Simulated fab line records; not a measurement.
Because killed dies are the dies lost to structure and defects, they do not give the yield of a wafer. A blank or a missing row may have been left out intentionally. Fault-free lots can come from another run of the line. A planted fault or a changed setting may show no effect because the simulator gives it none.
One fault seen from 2 desks | flow n5Finfet | each desk holds nothing but its own numbers, with what lay behind them at the end

FROM THE METROLOGY DESK
What the gauges read for every lot (on any tool): the sampled wafers with a number, averaged. The brackets show how far a lot's mean lies from the usual mean; more than 4 standard deviations puts the lot out of limits, marked OUT.
Columns: A = trenchDepthNm at N5_BEOL_M9_OCD_MEAS_38, usual 152 nm; B = M9_THK at N5_BEOL_M9_THK_MEAS_53, usual 140 nm; C = M9_RS at N5_BEOL_M9_RS_MEAS_57, usual 0.151 ohm/sq
lot  | first seen here | A              | B              | C
L120 | day 10 14:03    | 161            | 150            | 0.141
L124 | day 11 10:22    | 154            | 143            | 0.146
L123 | day 11 10:26    | 151            | 138            | 0.151
L125 | day 12 09:41    | 157            | 145            | 0.144
L127 | day 12 22:07    | 150            | 136            | 0.153
L136 | day 15 19:46    | 168            | 154            | 0.136
L137 | day 15 20:11    | 174 (+4.1) OUT | 163 (+4.0) OUT | 0.129
L140 | day 16 01:23    | 147            | 136            | 0.157
L139 | day 16 04:53    | 149            | 137            | 0.154
This desk finds L137 out of limits, L137 being first, at day 15 20:11 (trenchDepthNm at N5_BEOL_M9_OCD_MEAS_38). In limits: L120, L124, L123, L125, L127, L136, L140, L139.

TOOL OWNER'S DESK, rieDiel-02
The tool's own readings at N5_BEOL_M9_TRENCH_ETCH_37 (etches SiCOH lowk in C4F6/O2, target depth 151.43 nm, time 49 s): means of the sampled wafers that have a number, for each lot that ran on this tool. The brackets show how far a lot's mean lies from the usual mean; more than 4 standard deviations puts the lot out of limits, marked OUT. Of its 8 readings 7 are shown: the one that was out of limits first, and those that lie furthest out on some lot.
Columns: A = drypumpMotorCurrentA at N5_BEOL_M9_TRENCH_ETCH_37, usual 6.0 A; B = oes_f_703_au at N5_BEOL_M9_TRENCH_ETCH_37, usual 0.79 a.u.; C = oes_o_777_au at N5_BEOL_M9_TRENCH_ETCH_37, usual 0.79 a.u.; D = oesProductAu at N5_BEOL_M9_TRENCH_ETCH_37, usual 0.80 a.u.; E = rfFwdPowerW at N5_BEOL_M9_TRENCH_ETCH_37, usual 341.3 W; F = rfVppV at N5_BEOL_M9_TRENCH_ETCH_37, usual 671 V; G = showerheadPlenumPTorr at N5_BEOL_M9_TRENCH_ETCH_37, usual 2.83 Torr
lot  | first seen here | A   | B    | C    | D    | E               | F   | G
L120 | day 10 13:53    | 5.7 | 0.92 | 0.93 | 0.93 | 340.4           | 670 | 2.92
L124 | day 11 10:11    | 5.8 | 0.80 | 0.80 | 0.82 | 339.8           | 697 | 2.80
L125 | day 12 09:31    | 6.1 | 0.84 | 0.84 | 0.85 | 340.3           | 680 | 2.87
L127 | day 12 21:56    | 6.1 | 0.75 | 0.75 | 0.75 | 341.7           | 668 | 2.77
L136 | day 15 19:35    | 6.1 | 1.03 | 1.01 | 0.85 | 423.0 (+45) OUT | 608 | 2.85
L137 | day 15 20:01    | 6.0 | 1.14 | 1.11 | 0.94 | 423.6 (+46) OUT | 601 | 2.95
This desk finds L136, L137 out of limits, L136 being first, at day 15 19:35 (rfFwdPowerW at N5_BEOL_M9_TRENCH_ETCH_37). In limits: L120, L124, L125, L127.

TAKEN TOGETHER
At day 15 19:35, on L136, L137, the tool owner's desk was in a position to raise an alarm.
The metrology desk could have raised an alarm at day 15 20:11, on L137.
The metrology desk holds a record of L136, inside its limits.
All the named lots went through N5_BEOL_M9_TRENCH_ETCH_37 on rieDiel-02.

WHAT HAD BEEN PUT IN BY THE SIMULATOR
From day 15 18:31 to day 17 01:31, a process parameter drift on rieDiel-02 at N5_BEOL_M9_TRENCH_ETCH_37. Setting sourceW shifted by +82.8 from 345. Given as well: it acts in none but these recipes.
Struck lots among those shown: L136, L137.
Counting hours from when the fault started, the first reading out of limits came at 1 for the tool owner's desk and at 2 for the metrology desk.
